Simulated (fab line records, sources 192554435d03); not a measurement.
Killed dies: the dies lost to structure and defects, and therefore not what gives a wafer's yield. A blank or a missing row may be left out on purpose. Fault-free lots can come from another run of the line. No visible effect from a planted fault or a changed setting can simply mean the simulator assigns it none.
A struck lot beside a sound one | flow n5_finfet | 16 out of 1938 route steps
Sound: wafers L733.1, L733.2. Struck: wafer L738.4; the same lot's L738.5 was not struck, so it is left out; see the end for the cause.
For every step that has rows: the tool of each side, followed by ch and its chambers, followed by its first start. Under that, the readings that differ: sound wafers | struck wafers | difference of the means | sigmas: that difference in standard deviations of wafers without a fault.
alike: readings with means less than 2 such deviations apart, plus words and numbers identical on both sides. not compared: withheld readings, readings lacking a value on some wafer, bounds such as >300 that could conceal the same value, and numbers that have no deviation in the record and whose values overlap.
A row with sigmas, a row that says differs or no value, or rows on one side alone: a step with any of these is where the two part. Numbers that have no deviation but don't overlap get no sigmas and don't part them. A reading that every wafer of one side lacks parts them only if that side has two wafers or more.

first, 3 steps without rows for these wafers: N5_HKMG_FIN_STRIP_33 (strips in N2/H2); N5_HKMG_FIN_STRIP_34 (strips in CF4); N5_HKMG_FIN_ETCH_35 (etches SOC in N2/H2, target depth 215.8 nm, time 243.4 s).
N5_HKMG_FIN_STRIP_92: strips SOC in N2/H2, time 20 s.
  sound on rie_diel-02 ch 1,2, day 7 08:05; struck on rie_diel-02 ch 2, day 8 09:46
  alike: drypump_motor_current_A, oes_product_au, rf_vpp_V, showerhead_plenum_p_Torr, throttle_valve_pct
  not compared: rf_hours_counter_h
then, 1 step without rows for these wafers: N5_HKMG_FIN_WET_ETCH_18 (etches TiN in SC1, time 55 s, target depth 5.2 nm, rinse time 30 s).
N5_HKMG_FIN_STRIP_19: strips in N2/H2, time 360 s.
  sound on plasma_asher-02 ch 0,1, day 7 08:14; struck on plasma_asher-02 ch 1, day 8 10:02
  alike: drypump_motor_current_A, heater_power_w
  not compared: rf_hours_counter_h
N5_HKMG_FIN_ALD_91: deposits TiN, target thk 1 nm, pulse time 1 s, purge time 3 s.
  sound on ald_metal-01 ch 0,3, day 7 08:37; struck on ald_metal-02 ch 3, day 8 10:17
  alike: heater_power_w, precursor_pulse_height_rel
  not compared: co_reactant_pulse_time_s
then, 2 steps without rows for these wafers: N5_HKMG_FIN_COAT_85 (time 60 s, resist thk 300 nm); N5_HKMG_FIN_ETCH_86 (etches SOC in N2/H2, stops on TiN, target depth 393.2 nm).
N5_HKMG_FIN_STRIP_89: strips SOC in N2/H2, time 20 s.
  sound on rie_diel-01 ch 0,3, day 7 09:01; struck on rie_diel-01 ch 1, day 8 10:46
  reading                | sound  | struck | difference | sigmas
  rf_hours_counter_h (h) | 85 166 | 8      | -118       |
  alike: drypump_motor_current_A, oes_product_au, rf_vpp_V, showerhead_plenum_p_Torr, throttle_valve_pct
then, 2 steps without rows for these wafers: N5_HKMG_FIN_WET_ETCH_87 (etches TiN in SC1, time 154.2 s, target depth 4.7 nm, rinse time 30 s); N5_HKMG_FIN_STRIP_88 (strips in N2/H2, time 360 s).
N5_HKMG_FIN_NWFM_ALD_20: deposits TiAlC, target thk 2 nm, pulse time 3 s, purge time 2 s.
  sound on ald_metal-03 ch 0,2, day 7 09:35; struck on ald_metal-03 ch 3, day 8 11:20
  reading                      | sound       | struck | difference | sigmas
  co_reactant_pulse_time_s (s) | 10 10       | 8.1799 | -1.8201    |
  precursor_pulse_height_rel   | 1.020 0.976 | 1.037  | +0.039     | +2
  alike: heater_power_w
N5_HKMG_FIN_ALD_71: deposits TiN, target thk 1 nm, pulse time 1 s, purge time 3 s.
  sound on ald_metal-03 ch 0,2, day 7 09:41; struck on ald_metal-03 ch 3, day 8 11:26
  alike: heater_power_w, precursor_pulse_height_rel
  not compared: co_reactant_pulse_time_s
-- here the record skips 4 days between the struck wafers' starts before and after, leaving off in module HKMG_FIN and picking up in module BEOL_M4 (first step shown: number 1111 of the route) --
N5_BEOL_M4_RC_MEAS_101:
  sound on prober-02 ch 0, day 11 08:16; struck on prober-02 ch 0, day 12 16:37
  reading       | sound     | struck | difference | sigmas
  ION_N (uA/um) | 676 703   | 636    | -54        | -4
  ION_P (uA/um) | 463 484   | 447    | -26        | -3
  SS_N (mV/dec) | 71.4 72.2 | 70.2   | -1.6       | -2
  VT_N (mV)     | 253 248   | 259    | +8         | +2
  alike: DIBL_N, DIBL_P, IOFF_N, IOFF_P, SS_P, VT_P
-- a jump in the record: the struck wafers' starts before and after are 4 days apart (it breaks off in module BEOL_M4 and resumes in module PASSIVATION, where the first step shown is number 1936 of the route) --
N5_PASSIVATION_PROBE_49:
  struck on prober-02, day 17 02:52; sound on prober-02, day 15 16:46
  reading         | sound | struck | difference | sigmas
  killed_at_M4_up | 22    | 9      | -13        | -3
  alike: defect_limited_yield, killed_at_M0_to_M3, killed_at_contacts, killed_at_front_end, killed_at_other, killed_dies, killed_open, killed_short, sort_bin_5_function, sort_bin_6_memory, sort_bin_8_speed, sort_n_pass, sort_yield_pct

== WHERE THEY PART ==
Last at N5_PASSIVATION_PROBE_49 as far as this record goes, first at N5_HKMG_FIN_NWFM_ALD_20.

WHY: what the simulator had put in
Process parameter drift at N5_HKMG_FIN_NWFM_ALD_20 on ald_metal-03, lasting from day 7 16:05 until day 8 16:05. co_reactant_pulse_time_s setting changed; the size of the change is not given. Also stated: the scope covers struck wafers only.
